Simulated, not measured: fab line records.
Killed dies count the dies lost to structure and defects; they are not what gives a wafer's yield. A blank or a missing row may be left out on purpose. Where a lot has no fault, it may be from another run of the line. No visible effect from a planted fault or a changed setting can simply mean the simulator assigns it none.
Chamber matching | flow n5_finfet | 4 sister chambers for N5_BEOL_M10_ALD_74 on ald_metal-01
The step deposits TaN, target thk 2 nm, pulse time 2 s, purge time 3 s. 8 wafers are shown with their chamber, then 9 later ones without.

== WAFERS WITH THEIR CHAMBER ==
wafer  | chamber | heater_power_w (W)
L077.3 | 1       | 321
L077.6 | 1       | 313
L090.2 | 3       | 452
L090.3 | 0       | 313
L090.5 | 2       | 394
L091.1 | 0       | 314
L091.4 | 2       | 388
L091.5 | 3       | 458

== WAFERS WHOSE CHAMBER IS MISSING ==
wafer  | heater_power_w (W)
L094.1 | 460
L094.4 | 320
L094.5 | 465
L093.3 | 389
L093.5 | 454
L093.6 | 391
L096.1 | 312
L096.2 | 467
L096.4 | 327

== THE CHAMBER EACH PASSED THROUGH ==
wafer  | from the rows above     | in truth
L094.1 | 3                       | 3
L094.4 | can't be placed: 1 or 0 | 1
L094.5 | 3                       | 3
L093.3 | 2                       | 2
L093.5 | 3                       | 3
L093.6 | 2                       | 2
L096.1 | can't be placed: 0 or 1 | 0
L096.2 | 3                       | 3
L096.4 | can't be placed: 1 or 0 | 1
Correct placement for 6 of the 9. Unplaceable from these rows: 3, with the true chamber sitting among the candidates in 3. Placed wrongly: 0.
How it was worked out, from the rows above alone: a wafer's distance from a chamber is the root of the sum, over the readings, of the square of ((its reading less the chamber's mean) divided by the reading's scatter). If the next closest chamber is less than 2 further off than the closest, the wafer can't be placed; otherwise it belongs to the closest. Each chamber's mean is taken over the wafers shown for it. How the scatter is found: for the shown wafers, subtract from each reading the mean of its chamber, square and add these, divide the total by (wafers less chambers), then take the root.
